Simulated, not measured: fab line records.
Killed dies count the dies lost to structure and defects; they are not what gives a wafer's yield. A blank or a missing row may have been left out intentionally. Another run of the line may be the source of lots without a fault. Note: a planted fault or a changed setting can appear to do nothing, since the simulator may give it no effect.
The tool behind it: which one? + flow n5Finfet + 72 wafers from 24 lots sampled at 3 of the route's 1938 steps

WHAT THE GAUGES READ, wafer by wafer
N5_MOL_CONTACT_COAG_CD_MEAS_101: target cd 16 nm.
| lot  | measured     | on       | cdNm (nm)         |
|------|--------------|----------|-------------------|
| L074 | day 5 02:42  | cdSem-02 | 16.51 16.02 15.81 |
| L075 | day 5 07:37  | cdSem-01 | 16.05 15.90 15.74 |
| L076 | day 5 17:11  | cdSem-03 | 15.65 15.83 15.81 |
| L077 | day 6 00:29  | cdSem-03 | 16.00 15.68 15.91 |
| L078 | day 6 10:12  | cdSem-02 | 15.67 16.09 16.15 |
| L079 | day 6 13:46  | cdSem-01 | 15.80 15.65 16.00 |
| L080 | day 6 19:51  | cdSem-02 | 15.73 16.26 15.53 |
| L081 | day 7 02:33  | cdSem-02 | 16.12 16.41 16.10 |
| L082 | day 7 08:46  | cdSem-02 | 16.15 16.48 16.00 |
| L083 | day 7 09:54  | cdSem-01 | 15.99 15.85 16.00 |
| L084 | day 7 20:14  | cdSem-01 | 16.36 15.43 16.43 |
| L085 | day 8 02:59  | cdSem-02 | 15.91 15.84 15.95 |
| L086 | day 8 10:38  | cdSem-03 | 15.82 16.33 16.28 |
| L087 | day 8 13:10  | cdSem-03 | 16.13 16.36 16.01 |
| L088 | day 8 22:03  | cdSem-01 | 16.54 16.35 16.38 |
| L089 | day 9 02:07  | cdSem-02 | 15.83 15.99 15.86 |
| L090 | day 9 06:17  | cdSem-02 | 15.86 16.03 16.08 |
| L091 | day 9 13:01  | cdSem-03 | 16.36 15.91 15.68 |
| L092 | day 9 19:52  | cdSem-02 | 15.79 15.80 16.16 |
| L093 | day 10 00:56 | cdSem-01 | 15.43 16.10 16.04 |
| L094 | day 10 04:20 | cdSem-01 | 16.16 15.99 16.57 |
| L095 | day 10 11:28 | cdSem-03 | 15.44 15.74 15.76 |
| L096 | day 10 23:58 | cdSem-03 | 16.05 15.84 15.47 |
| L097 | day 11 09:39 | cdSem-01 | 15.85 15.87 15.77 |

N5_BEOL_M0_SAQP_THK_MEAS_05.
| lot  | measured     | on           | thkNm (nm)     |
|------|--------------|--------------|----------------|
| L074 | day 5 09:56  | filmMetro-02 | 58.9 60.1 60.1 |
| L075 | day 5 13:21  | filmMetro-01 | 59.2 60.7 60.0 |
| L076 | day 5 23:27  | filmMetro-01 | 58.6 59.4 59.4 |
| L077 | day 6 05:02  | filmMetro-01 | 59.2 59.1 60.4 |
| L078 | day 6 15:31  | filmMetro-02 | 59.9 60.3 59.3 |
| L079 | day 6 20:17  | filmMetro-02 | 59.3 60.0 60.9 |
| L080 | day 7 00:40  | filmMetro-02 | 60.5 61.7 60.1 |
| L081 | day 7 07:40  | filmMetro-02 | 58.8 59.4 60.7 |
| L082 | day 7 13:25  | filmMetro-01 | 59.0 60.5 60.1 |
| L083 | day 7 16:50  | filmMetro-01 | 59.5 59.5 59.7 |
| L084 | day 8 02:28  | filmMetro-01 | 59.2 60.1 59.3 |
| L085 | day 8 07:31  | filmMetro-02 | 58.8 59.0 60.1 |
| L086 | day 8 15:30  | filmMetro-02 | 59.4 59.0 60.0 |
| L087 | day 8 20:00  | filmMetro-01 | 59.2 59.4 60.3 |
| L088 | day 9 03:49  | filmMetro-01 | 59.0 60.4 60.4 |
| L089 | day 9 07:15  | filmMetro-01 | 59.4 60.9 60.6 |
| L090 | day 9 12:15  | filmMetro-01 | 59.6 59.0 60.7 |
| L091 | day 9 18:05  | filmMetro-01 | 59.3 60.8 60.2 |
| L092 | day 10 01:08 | filmMetro-02 | 59.7 59.5 60.4 |
| L093 | day 10 05:29 | filmMetro-01 | 59.5 60.3 60.8 |
| L094 | day 10 09:35 | filmMetro-02 | 58.7 59.3 59.3 |
| L095 | day 10 16:17 | filmMetro-01 | 58.7 59.8 60.5 |
| L096 | day 11 06:37 | filmMetro-01 | 59.7 60.5 60.5 |
| L097 | day 11 17:04 | filmMetro-01 | 58.8 58.7 60.1 |

N5_BEOL_M0_SAQP_CD_MEAS_40: target cd 30 nm.
| lot  | measured     | on       | cdNm (nm)         |
|------|--------------|----------|-------------------|
| L074 | day 5 14:34  | cdSem-03 | 30.17 30.00 30.45 |
| L075 | day 5 18:32  | cdSem-01 | 30.02 29.98 30.22 |
| L076 | day 6 04:13  | cdSem-01 | 30.46 29.81 30.21 |
| L077 | day 6 10:29  | cdSem-03 | 30.23 30.33 30.17 |
| L078 | day 6 20:04  | cdSem-01 | 29.78 29.98 30.07 |
| L079 | day 7 01:26  | cdSem-02 | 29.85 29.95 30.02 |
| L080 | day 7 05:48  | cdSem-01 | 30.48 30.23 30.14 |
| L081 | day 7 12:35  | cdSem-02 | 29.44 30.01 29.86 |
| L082 | day 7 20:42  | cdSem-01 | 29.94 30.59 30.33 |
| L083 | day 7 23:08  | cdSem-03 | 29.66 30.00 30.15 |
| L084 | day 8 07:41  | cdSem-03 | 29.94 30.14 30.35 |
| L085 | day 8 14:09  | cdSem-02 | 30.19 29.98 29.78 |
| L086 | day 8 22:49  | cdSem-01 | 29.73 29.89 30.17 |
| L087 | day 9 01:15  | cdSem-01 | 29.66 30.14 29.86 |
| L088 | day 9 11:45  | cdSem-02 | 30.08 29.92 29.91 |
| L089 | day 9 12:08  | cdSem-01 | 30.11 30.07 30.05 |
| L090 | day 9 17:45  | cdSem-03 | 30.02 29.93 29.91 |
| L091 | day 10 00:07 | cdSem-02 | 30.19 30.12 29.81 |
| L092 | day 10 05:31 | cdSem-03 | 30.19 30.14 30.51 |
| L093 | day 10 10:38 | cdSem-02 | 29.76 29.93 29.80 |
| L094 | day 10 14:24 | cdSem-03 | 30.28 30.33 30.27 |
| L095 | day 10 21:01 | cdSem-02 | 29.84 29.83 29.87 |
| L096 | day 11 11:07 | cdSem-01 | 30.36 30.16 30.03 |
| L097 | day 11 22:17 | cdSem-01 | 30.45 30.48 29.93 |

WHICH TOOL RAN EACH LOT (tool, then ch and the chambers of the sampled wafers, then the start)
No process step before these readings appears in the record.

AS READ BY THE TOOLS THEMSELVES (means over the sampled wafers that have a number; for cases with no such wafer, the mark the record gives instead)
The record holds no such reading with a usual standard deviation.

THE ANSWER, worked out from the rows above alone
Rule: the usual values come from the lots themselves. Put in order of their means at a reading, lots are off if they are a third of the lots or fewer, leave a main group of 4 or more, and stand apart from it by a gap of 3 or more times the standard deviation of the main group's means; of several such gaps the widest counts. Not used: any main group whose means are identical at the precision the tables above print for the reading. Also off: a lot with no number at a reading for which 4 or more lots have one. Where the step has rows for the other lots, those lots are counted as sound. First the gauges in route order, then the tools' own readings, where a lot's mean is used as printed above. At the first step where some lot is off, the reading lying furthest off is the one used; lots without a number count as furthest.
Across all readings shown, no lot is off: no conclusion can be drawn from this.

WHAT THE SIMULATOR HAD PUT IN
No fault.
